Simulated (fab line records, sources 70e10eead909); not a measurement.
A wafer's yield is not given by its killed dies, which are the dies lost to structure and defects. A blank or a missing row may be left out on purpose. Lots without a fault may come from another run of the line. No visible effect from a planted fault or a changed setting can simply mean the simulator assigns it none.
fab line records	flow nand_harc	part 1 of 2: steps 1 to 27 of 39
record lots=5	wafers=15	last_day=30
route steps=1302 shown A_SOURCE_PLATE@423 A_ONON_D1@424 A_CHANNEL_HOLE_D1@450
lots that met no fault: taken from a fault-free run of the same line
start_h: start of the lot's first displayed wafer, in hours after the record's first day	wait_h: time in hours since the lot's previous step	" same as the row above	L1.1+2: several wafers, shown together as one row	- no value, or no start was given	* or withheld: withheld	< > ~ a bound
route shown NAME@n: names a module that has steps shown in the file, with the first one's number in the route	usual: mean and standard deviation over wafers with no fault	same: alike in all rows	chamber/n: place in a boat	sites: each site's reading	_std_site: standard deviation of those values	_edge_site: inner sites' mean taken away from outer sites' mean	radius_mm: for every site, how far away it sits from the centre of the wafer	mask NAME#n: copy n	behind: the most recent tool/chamber to have shaped the wafer	hold: reason for holding the lot/hours on hold/outcome of the hold	device: the n, p or np transistor that did not switch	end of line: tests of these same wafers at the route's end	a step without rows: its recipe alone	killed: at the first sort, the dies lost to defects and structure; wafer yield is something else	map: a wafer's dies, x killed, . not, _ none there
set.NAME: setting as actually run; set.NAME@STEP: the setting as run at that earlier step	model.NAME: the simulator's own value behind a step, which no gauge read
a table for each step, a row for each wafer; lots at some steps of the route
services: the hour from which a tool's chamber was out of use, counted from the record's first day as start_h (under 0 if before that day), plus the number of hours and why
## steps
# step NHARC_A_SOURCE_PLATE_INSPECT_08
# usual raw_defect_count=61/27
lot.wafer	tool	chamber	start_h	wait_h	raw_defect_count
L074.1	defect_inspect-02	-	173.80	0.0	40
L074.2	"	-	"	"	49
L074.6	"	-	"	"	43
L078.3	defect_inspect-01	-	200.20	0.0	56
L078.5	"	-	"	"	58
L078.6	"	-	"	"	64
L081.3	defect_inspect-01	-	237.99	0.0	34
L081.5	"	-	"	"	38
L081.6	"	-	"	"	54
L089.1	defect_inspect-02	-	304.56	0.0	46
L089.4	"	-	"	"	52
L089.5	"	-	"	"	42
L090.2	defect_inspect-01	-	320.01	0.0	106
L090.4	"	-	"	"	159
L090.5	"	-	"	"	100
# step NHARC_A_ONON_D1_DEP_00
# recipe target_thk_a=10000	n2_flow_sccm=2750	n2o_flow_sccm=2000	nh3_flow_sccm=500	sih4_flow_sccm=210	temp_c=400
# usual n2o_flow_sccm=2000/5.6
lot.wafer	tool	chamber	start_h	wait_h	n2o_flow_sccm
L074.1	pecvd_onon-01	0	173.86	0.1	2003
L074.2	"	0	"	"	2007
L074.6	"	0	"	"	2002
L078.3	pecvd_onon-02	0	200.38	0.2	1993
L078.5	"	0	"	"	2001
L078.6	"	0	"	"	1996
L081.3	pecvd_onon-02	0	238.17	0.2	1992
L081.5	"	0	"	"	1990
L081.6	"	0	"	"	1989
L089.1	pecvd_onon-02	0	304.63	0.1	2002
L089.4	"	0	"	"	2003
L089.5	"	0	"	"	1999
L090.2	pecvd_onon-02	0	320.14	0.1	2002
L090.4	"	0	"	"	2005
L090.5	"	0	"	"	2000
# step NHARC_A_ONON_D1_THK_MEAS_02
# recipe thk_meas_gauge=ellipsometry
# usual thk_nm=1002/10
lot.wafer	tool	chamber	start_h	wait_h	thk_nm
L074.1	film_metro-02	-	174.38	-	996
L074.2	"	-	"	"	994
L074.6	"	-	"	"	994
L078.3	film_metro-01	-	200.77	-	982
L078.5	"	-	"	"	984
L078.6	"	-	"	"	983
L081.3	film_metro-01	-	238.57	-	984
L081.5	"	-	"	"	985
L081.6	"	-	"	"	986
L089.1	film_metro-02	-	305.14	-	1000
L089.4	"	-	"	"	997
L089.5	"	-	"	"	999
L090.2	film_metro-01	-	320.59	-	1018
L090.4	"	-	"	"	1018
L090.5	"	-	"	"	1020
# step NHARC_A_ONON_D1_DEP_03
# recipe target_thk_a=10000	n2_flow_sccm=2750	n2o_flow_sccm=2000	nh3_flow_sccm=500	sih4_flow_sccm=210	temp_c=400
# usual n2o_flow_sccm=2001/5.7
lot.wafer	tool	chamber	start_h	wait_h	n2o_flow_sccm
L074.1	pecvd_onon-01	0	174.44	0.1	1994
L074.2	"	0	"	"	2003
L074.6	"	0	"	"	2005
L078.3	pecvd_onon-02	0	200.94	0.2	1999
L078.5	"	0	"	"	2003
L078.6	"	0	"	"	2000
L081.3	pecvd_onon-02	0	238.74	0.2	2002
L081.5	"	0	"	"	2000
L081.6	"	0	"	"	2004
L089.1	pecvd_onon-02	0	305.19	0.1	1993
L089.4	"	0	"	"	2002
L089.5	"	0	"	"	2006
L090.2	pecvd_onon-01	0	320.70	0.1	2001
L090.4	"	0	"	"	2004
L090.5	"	0	"	"	2000
# step NHARC_A_ONON_D1_THK_MEAS_05
# recipe thk_meas_gauge=ellipsometry
# usual thk_nm=1003/11
lot.wafer	tool	chamber	start_h	wait_h	thk_nm
L074.1	film_metro-02	-	174.95	-	996
L074.2	"	-	"	"	997
L074.6	"	-	"	"	999
L078.3	film_metro-02	-	201.34	-	1008
L078.5	"	-	"	"	1006
L078.6	"	-	"	"	1007
L081.3	film_metro-01	-	239.13	-	993
L081.5	"	-	"	"	994
L081.6	"	-	"	"	994
L089.1	film_metro-01	-	305.70	-	999
L089.4	"	-	"	"	997
L089.5	"	-	"	"	999
L090.2	film_metro-02	-	321.16	-	1006
L090.4	"	-	"	"	1010
L090.5	"	-	"	"	1008
# step NHARC_A_ONON_D1_DEP_06
# recipe target_thk_a=10000	n2_flow_sccm=2750	n2o_flow_sccm=2000	nh3_flow_sccm=500	sih4_flow_sccm=210	temp_c=400
# usual n2o_flow_sccm=1998/5.8
lot.wafer	tool	chamber	start_h	wait_h	n2o_flow_sccm
L074.1	pecvd_onon-01	0	175.01	0.1	2007
L074.2	"	0	"	"	2001
L074.6	"	0	"	"	2010
L078.3	pecvd_onon-01	0	201.51	0.2	1998
L078.5	"	0	"	"	1997
L078.6	"	0	"	"	2006
L081.3	pecvd_onon-02	0	239.30	0.2	2002
L081.5	"	0	"	"	2010
L081.6	"	0	"	"	2008
L089.1	pecvd_onon-02	0	305.76	0.1	1994
L089.4	"	0	"	"	1994
L089.5	"	0	"	"	1997
L090.2	pecvd_onon-02	0	321.27	0.1	1996
L090.4	"	0	"	"	1987
L090.5	"	0	"	"	1987
# step NHARC_A_ONON_D1_THK_MEAS_08
# recipe thk_meas_gauge=ellipsometry
# usual thk_nm=999/11
lot.wafer	tool	chamber	start_h	wait_h	thk_nm
L074.1	film_metro-02	-	175.51	-	1002
L074.2	"	-	"	"	1001
L074.6	"	-	"	"	1001
L078.3	film_metro-01	-	201.91	-	1000
L078.5	"	-	"	"	1000
L078.6	"	-	"	"	997
L081.3	film_metro-01	-	239.70	-	990
L081.5	"	-	"	"	989
L081.6	"	-	"	"	990
L089.1	film_metro-01	-	306.27	-	1001
L089.4	"	-	"	"	1002
L089.5	"	-	"	"	1001
L090.2	film_metro-02	-	321.72	-	1007
L090.4	"	-	"	"	1004
L090.5	"	-	"	"	1007
# step NHARC_A_ONON_D1_DEP_09
# recipe target_thk_a=10000	n2_flow_sccm=2750	n2o_flow_sccm=2000	nh3_flow_sccm=500	sih4_flow_sccm=210	temp_c=400
# usual n2o_flow_sccm=2000/6.1
lot.wafer	tool	chamber	start_h	wait_h	n2o_flow_sccm
L074.1	pecvd_onon-01	0	175.57	0.1	2003
L074.2	"	0	"	"	1995
L074.6	"	0	"	"	2005
L078.3	pecvd_onon-01	0	202.08	0.2	1995
L078.5	"	0	"	"	2003
L078.6	"	0	"	"	1993
L081.3	pecvd_onon-02	0	239.87	0.2	1996
L081.5	"	0	"	"	2000
L081.6	"	0	"	"	1996
L089.1	pecvd_onon-02	0	306.32	0.1	1998
L089.4	"	0	"	"	2006
L089.5	"	0	"	"	1994
L090.2	pecvd_onon-01	0	321.84	0.1	1996
L090.4	"	0	"	"	1987
L090.5	"	0	"	"	1984
# step NHARC_A_ONON_D1_THK_MEAS_11
# recipe thk_meas_gauge=ellipsometry
# usual thk_nm=1001/11
lot.wafer	tool	chamber	start_h	wait_h	thk_nm
L074.1	film_metro-02	-	176.11	-	1005
L074.2	"	-	"	"	1006
L074.6	"	-	"	"	1004
L078.3	film_metro-02	-	202.48	-	1018
L078.5	"	-	"	"	1016
L078.6	"	-	"	"	1015
L081.3	film_metro-02	-	240.27	-	988
L081.5	"	-	"	"	988
L081.6	"	-	"	"	988
L089.1	film_metro-01	-	306.84	-	1001
L089.4	"	-	"	"	1003
L089.5	"	-	"	"	1000
L090.2	film_metro-02	-	322.29	-	992
L090.4	"	-	"	"	992
L090.5	"	-	"	"	993
# step NHARC_A_ONON_D1_DEP_12
# recipe target_thk_a=10000	n2_flow_sccm=2750	n2o_flow_sccm=2000	nh3_flow_sccm=500	sih4_flow_sccm=210	temp_c=400
# usual n2o_flow_sccm=2000/5.8
lot.wafer	tool	chamber	start_h	wait_h	n2o_flow_sccm
L074.1	pecvd_onon-01	0	176.16	0.1	1999
L074.2	"	0	"	"	1998
L074.6	"	0	"	"	1998
L078.3	pecvd_onon-04	0	202.65	0.2	1995
L078.5	"	0	"	"	1994
L078.6	"	0	"	"	2003
L081.3	pecvd_onon-02	0	240.44	0.2	1993
L081.5	"	0	"	"	1992
L081.6	"	0	"	"	2003
L089.1	pecvd_onon-02	0	306.89	0.1	1988
L089.4	"	0	"	"	1990
L089.5	"	0	"	"	1996
L090.2	pecvd_onon-02	0	322.40	0.1	1997
L090.4	"	0	"	"	1992
L090.5	"	0	"	"	1994
# step NHARC_A_ONON_D1_THK_MEAS_14
# recipe thk_meas_gauge=ellipsometry
# usual thk_nm=998/6.5
lot.wafer	tool	chamber	start_h	wait_h	thk_nm
L074.1	film_metro-02	-	176.67	-	999
L074.2	"	-	"	"	1000
L074.6	"	-	"	"	1000
L078.3	film_metro-02	-	203.04	-	990
L078.5	"	-	"	"	991
L078.6	"	-	"	"	989
L081.3	film_metro-01	-	240.84	-	999
L081.5	"	-	"	"	1000
L081.6	"	-	"	"	999
L089.1	film_metro-01	-	307.41	-	1002
L089.4	"	-	"	"	1004
L089.5	"	-	"	"	1001
L090.2	film_metro-02	-	322.85	-	993
L090.4	"	-	"	"	992
L090.5	"	-	"	"	993
# step NHARC_A_ONON_D1_ANNEAL_15
# recipe temp_c=750	time_s=3600
# usual zone_power_top_pct=24.8/1.1
lot.wafer	tool	chamber	start_h	wait_h	zone_power_top_pct
L074.1	furnace-03	0	180.28	3.6	25.8
L074.2	"	0	"	"	26.0
L074.6	"	0	"	"	26.0
L078.3	furnace-03	0	206.22	3.2	26.2
L078.5	"	0	"	"	26.2
L078.6	"	0	"	"	26.3
L081.3	furnace-01	0	246.47	5.6	23.8
L081.5	"	0	"	"	23.9
L081.6	"	0	"	"	23.6
L089.1	furnace-01	0	312.21	4.8	23.8
L089.4	"	0	"	"	23.6
L089.5	"	0	"	"	23.5
L090.2	furnace-03	0	328.83	6.0	26.5
L090.4	"	0	"	"	26.1
L090.5	"	0	"	"	26.5
# step NHARC_A_ONON_D1_DEP_16
# recipe target_thk_a=10000	n2_flow_sccm=2750	n2o_flow_sccm=2000	nh3_flow_sccm=500	sih4_flow_sccm=210	temp_c=400
# usual n2o_flow_sccm=1999/6.5
lot.wafer	tool	chamber	start_h	wait_h	n2o_flow_sccm
L074.1	pecvd_onon-01	0	184.15	0.1	1996
L074.2	"	0	"	"	1997
L074.6	"	0	"	"	1997
L078.3	pecvd_onon-02	0	210.19	0.2	1995
L078.5	"	0	"	"	1994
L078.6	"	0	"	"	2002
L081.3	pecvd_onon-01	0	250.53	0.2	1999
L081.5	"	0	"	"	1998
L081.6	"	0	"	"	1992
L089.1	pecvd_onon-01	0	316.11	0.1	2008
L089.4	"	0	"	"	2004
L089.5	"	0	"	"	1994
L090.2	pecvd_onon-04	0	332.82	0.1	2020
L090.4	"	0	"	"	2008
L090.5	"	0	"	"	2009
# step NHARC_A_ONON_D1_THK_MEAS_18
# recipe thk_meas_gauge=ellipsometry
# usual thk_nm=999/7.3
lot.wafer	tool	chamber	start_h	wait_h	thk_nm
L074.1	film_metro-02	-	184.66	-	999
L074.2	"	-	"	"	1000
L074.6	"	-	"	"	997
L078.3	film_metro-02	-	210.58	-	991
L078.5	"	-	"	"	992
L078.6	"	-	"	"	993
L081.3	film_metro-01	-	250.93	-	1009
L081.5	"	-	"	"	1010
L081.6	"	-	"	"	1009
L089.1	film_metro-01	-	316.62	-	996
L089.4	"	-	"	"	999
L089.5	"	-	"	"	995
L090.2	film_metro-01	-	333.27	-	996
L090.4	"	-	"	"	994
L090.5	"	-	"	"	995
# step NHARC_A_ONON_D1_DEP_19
# recipe target_thk_a=10000	n2_flow_sccm=2750	n2o_flow_sccm=2000	nh3_flow_sccm=500	sih4_flow_sccm=210	temp_c=400
# usual n2o_flow_sccm=2001/6.3
lot.wafer	tool	chamber	start_h	wait_h	n2o_flow_sccm
L074.1	pecvd_onon-01	0	184.71	0.1	2008
L074.2	"	0	"	"	2010
L074.6	"	0	"	"	2009
L078.3	pecvd_onon-04	0	210.76	0.2	2004
L078.5	"	0	"	"	1996
L078.6	"	0	"	"	2000
L081.3	pecvd_onon-04	0	251.10	0.2	1998
L081.5	"	0	"	"	2002
L081.6	"	0	"	"	2001
L089.1	pecvd_onon-01	0	316.67	0.1	2012
L089.4	"	0	"	"	2005
L089.5	"	0	"	"	2006
L090.2	pecvd_onon-02	0	333.38	0.1	2003
L090.4	"	0	"	"	2011
L090.5	"	0	"	"	2012
# step NHARC_A_ONON_D1_THK_MEAS_21
# recipe thk_meas_gauge=ellipsometry
# usual thk_nm=1001/12
lot.wafer	tool	chamber	start_h	wait_h	thk_nm
L074.1	film_metro-01	-	185.22	-	1001
L074.2	"	-	"	"	1001
L074.6	"	-	"	"	1003
L078.3	film_metro-02	-	211.15	-	994
L078.5	"	-	"	"	995
L078.6	"	-	"	"	992
L081.3	film_metro-02	-	251.49	-	1000
L081.5	"	-	"	"	1001
L081.6	"	-	"	"	998
L089.1	film_metro-02	-	317.18	-	991
L089.4	"	-	"	"	991
L089.5	"	-	"	"	989
L090.2	film_metro-01	-	333.83	-	1001
L090.4	"	-	"	"	1002
L090.5	"	-	"	"	1002
# step NHARC_A_ONON_D1_DEP_22
# recipe target_thk_a=10000	n2_flow_sccm=2750	n2o_flow_sccm=2000	nh3_flow_sccm=500	sih4_flow_sccm=210	temp_c=400
# usual n2o_flow_sccm=1999/5.4
lot.wafer	tool	chamber	start_h	wait_h	n2o_flow_sccm
L074.1	pecvd_onon-04	0	185.61	0.4	1999
L074.2	"	0	"	"	1999
L074.6	"	0	"	"	1998
L078.3	pecvd_onon-02	0	211.33	0.2	2000
L078.5	"	0	"	"	2001
L078.6	"	0	"	"	2002
L081.3	pecvd_onon-02	0	251.67	0.2	2004
L081.5	"	0	"	"	1996
L081.6	"	0	"	"	1997
L089.1	pecvd_onon-02	0	317.36	0.2	1995
L089.4	"	0	"	"	1992
L089.5	"	0	"	"	1995
L090.2	pecvd_onon-01	0	333.95	0.1	2000
L090.4	"	0	"	"	2001
L090.5	"	0	"	"	2006
# step NHARC_A_ONON_D1_THK_MEAS_24
# recipe thk_meas_gauge=ellipsometry
# usual thk_nm=1003/12
lot.wafer	tool	chamber	start_h	wait_h	thk_nm
L074.1	film_metro-02	-	186.12	-	1006
L074.2	"	-	"	"	1006
L074.6	"	-	"	"	1008
L078.3	film_metro-01	-	211.72	-	1021
L078.5	"	-	"	"	1021
L078.6	"	-	"	"	1022
L081.3	film_metro-01	-	252.07	-	1019
L081.5	"	-	"	"	1018
L081.6	"	-	"	"	1020
L089.1	film_metro-01	-	317.88	-	1022
L089.4	"	-	"	"	1021
L089.5	"	-	"	"	1021
L090.2	film_metro-02	-	334.40	-	1013
L090.4	"	-	"	"	1013
L090.5	"	-	"	"	1012
# step NHARC_A_ONON_D1_DEP_25
# recipe target_thk_a=10000	n2_flow_sccm=2750	n2o_flow_sccm=2000	nh3_flow_sccm=500	sih4_flow_sccm=210	temp_c=400
# usual n2o_flow_sccm=2000/5.4
lot.wafer	tool	chamber	start_h	wait_h	n2o_flow_sccm
L074.1	pecvd_onon-01	0	186.18	0.1	1997
L074.2	"	0	"	"	2005
L074.6	"	0	"	"	1993
L078.3	pecvd_onon-04	0	211.90	0.2	2012
L078.5	"	0	"	"	2000
L078.6	"	0	"	"	2000
L081.3	pecvd_onon-01	0	252.24	0.2	1999
L081.5	"	0	"	"	1986
L081.6	"	0	"	"	1992
L089.1	pecvd_onon-01	0	317.93	0.1	2006
L089.4	"	0	"	"	2005
L089.5	"	0	"	"	2003
L090.2	pecvd_onon-04	0	334.52	0.1	1990
L090.4	"	0	"	"	2008
L090.5	"	0	"	"	2003
# step NHARC_A_ONON_D1_THK_MEAS_27
# recipe thk_meas_gauge=ellipsometry
# usual thk_nm=1002/10
lot.wafer	tool	chamber	start_h	wait_h	thk_nm
L074.1	film_metro-01	-	186.68	-	1018
L074.2	"	-	"	"	1018
L074.6	"	-	"	"	1017
L078.3	film_metro-01	-	212.29	-	1011
L078.5	"	-	"	"	1011
L078.6	"	-	"	"	1011
L081.3	film_metro-01	-	252.64	-	1010
L081.5	"	-	"	"	1011
L081.6	"	-	"	"	1012
L089.1	film_metro-02	-	318.44	-	1011
L089.4	"	-	"	"	1012
L089.5	"	-	"	"	1009
L090.2	film_metro-02	-	334.98	-	1004
L090.4	"	-	"	"	1004
L090.5	"	-	"	"	1004
# step NHARC_A_ONON_D1_DEP_28
# recipe target_thk_a=10000	n2_flow_sccm=2750	n2o_flow_sccm=2000	nh3_flow_sccm=500	sih4_flow_sccm=210	temp_c=400
# usual n2o_flow_sccm=1999/5.4
lot.wafer	tool	chamber	start_h	wait_h	n2o_flow_sccm
L074.1	pecvd_onon-04	0	186.75	0.1	1998
L074.2	"	0	"	"	1996
L074.6	"	0	"	"	1996
L078.3	pecvd_onon-02	0	212.46	0.2	1989
L078.5	"	0	"	"	2000
L078.6	"	0	"	"	2009
L081.3	pecvd_onon-04	0	252.81	0.2	1998
L081.5	"	0	"	"	2002
L081.6	"	0	"	"	1995
L089.1	pecvd_onon-02	0	318.50	0.1	1993
L089.4	"	0	"	"	1998
L089.5	"	0	"	"	1998
L090.2	pecvd_onon-02	0	335.09	0.1	1989
L090.4	"	0	"	"	1995
L090.5	"	0	"	"	1997
# step NHARC_A_ONON_D1_THK_MEAS_30
# recipe thk_meas_gauge=ellipsometry
# usual thk_nm=1002/7.9
lot.wafer	tool	chamber	start_h	wait_h	thk_nm
L074.1	film_metro-02	-	187.26	-	991
L074.2	"	-	"	"	992
L074.6	"	-	"	"	992
L078.3	film_metro-02	-	212.85	-	1008
L078.5	"	-	"	"	1008
L078.6	"	-	"	"	1007
L081.3	film_metro-02	-	253.21	-	1003
L081.5	"	-	"	"	1001
L081.6	"	-	"	"	1003
L089.1	film_metro-02	-	319.00	-	996
L089.4	"	-	"	"	998
L089.5	"	-	"	"	998
L090.2	film_metro-02	-	335.55	-	1002
L090.4	"	-	"	"	1001
L090.5	"	-	"	"	1003
# step NHARC_A_ONON_D1_DEP_33
# recipe target_thk_a=2000	temp_c=400	pressure_torr=6.5	rf_w=900	teos_flow_sccm=161.4	flow_sccm=2650	target_thk_nm=200	gas=O2	material=SiO2
# usual heater_power_w=514/110	throttle_valve_pct=16.1/0.69
lot.wafer	tool	chamber	start_h	wait_h	heater_power_w	throttle_valve_pct
L074.2	pecvd-02	1	187.36	0.1	512	15.4
L074.1	"	2	"	"	534	16.5
L074.6	"	0	"	"	414	16.1
L078.3	pecvd-04	2	212.96	0.1	456	17.0
L078.6	"	1	"	"	656	15.4
L078.5	"	0	"	"	709	17.0
L081.3	pecvd-03	2	253.26	0.1	348	15.4
L081.6	"	2	"	"	382	14.8
L081.5	"	1	"	"	557	16.2
L089.1	pecvd-03	1	319.06	0.1	649	16.6
L089.4	"	1	"	"	656	16.7
L089.5	"	2	"	"	342	15.4
L090.2	pecvd-03	1	335.61	0.1	546	16.5
L090.4	"	1	"	"	563	16.5
L090.5	"	2	"	"	454	15.4
# step NHARC_A_ONON_D1_THK_MEAS_34
# recipe thk_meas_gauge=ellipsometry
# usual thk_nm=200/3
lot.wafer	tool	chamber	start_h	wait_h	thk_nm
L074.1	film_metro-02	-	187.73	-	198
L074.2	"	-	"	"	198
L074.6	"	-	"	"	202
L078.3	film_metro-02	-	213.33	-	200
L078.5	"	-	"	"	205
L078.6	"	-	"	"	203
L081.3	film_metro-02	-	253.68	-	196
L081.5	"	-	"	"	201
L081.6	"	-	"	"	202
L089.1	film_metro-02	-	319.61	0.5	197
L089.4	"	-	"	"	199
L089.5	"	-	"	"	202
L090.2	film_metro-01	-	336.02	-	193
L090.4	"	-	"	"	198
L090.5	"	-	"	"	197
# step NHARC_A_ONON_D1_INSPECT_32
# usual raw_defect_count=74/27
lot.wafer	tool	chamber	start_h	wait_h	raw_defect_count
L074.1	defect_inspect-01	-	187.82	0.0	55
L074.2	"	-	"	"	67
L074.6	"	-	"	"	74
L078.3	defect_inspect-01	-	213.41	0.0	57
L078.5	"	-	"	"	60
L078.6	"	-	"	"	66
L081.3	defect_inspect-01	-	253.74	0.0	59
L081.5	"	-	"	"	56
L081.6	"	-	"	"	79
L089.1	defect_inspect-02	-	319.70	0.0	62
L089.4	"	-	"	"	70
L089.5	"	-	"	"	53
L090.2	defect_inspect-02	-	336.10	0.0	108
L090.4	"	-	"	"	156
L090.5	"	-	"	"	107
# step NHARC_A_CHANNEL_HOLE_D1_DEP_00
# recipe target_thk_a=31000	temp_c=400	material=aC
# usual throttle_valve_pct=35.001/0.0087
lot.wafer	tool	chamber	start_h	wait_h	throttle_valve_pct
L074.1	acl_dep-02	0	189.81	2.0	34.986
L074.2	"	0	"	"	35.008
L074.6	"	0	191.39	3.6	35.012
L078.3	acl_dep-03	0	214.10	0.7	34.999
L078.5	"	0	"	"	35.003
L078.6	"	0	"	"	34.997
L081.3	acl_dep-01	0	261.17	7.4	34.993
L081.5	"	0	"	"	34.986
L081.6	"	0	"	"	34.994
L089.1	acl_dep-01	0	319.94	0.2	35.006
L089.4	"	0	"	"	35.018
L089.5	"	0	"	"	35.002
L090.2	acl_dep-03	0	336.49	0.4	35.004
L090.4	"	0	"	"	35.002
L090.5	"	0	"	"	34.992
# step NHARC_A_CHANNEL_HOLE_D1_DEP_01
# recipe target_thk_a=1400	target_thk_nm=140	temp_c=400	pressure_torr=3.5	flow_sccm=200	rf_w=350	material=SiON
# usual heater_power_w=754/110
lot.wafer	tool	chamber	start_h	wait_h	heater_power_w
L074.1	pecvd-04	2	191.75	1.6	604
L074.2	"	0	"	"	881
L074.6	"	0	"	"	906
L078.3	pecvd-04	0	215.42	1.0	967
L078.6	"	1	"	"	827
L078.5	"	2	"	"	684
L081.3	pecvd-01	2	262.47	1.0	686
L081.5	"	2	"	"	687
L081.6	"	1	"	"	837
L089.1	pecvd-02	1	322.47	2.2	774
L089.4	"	2	"	"	665
L089.5	"	0	"	"	647
L090.2	pecvd-02	1	338.17	1.4	777
L090.5	"	2	"	"	697
L090.4	"	0	"	"	633
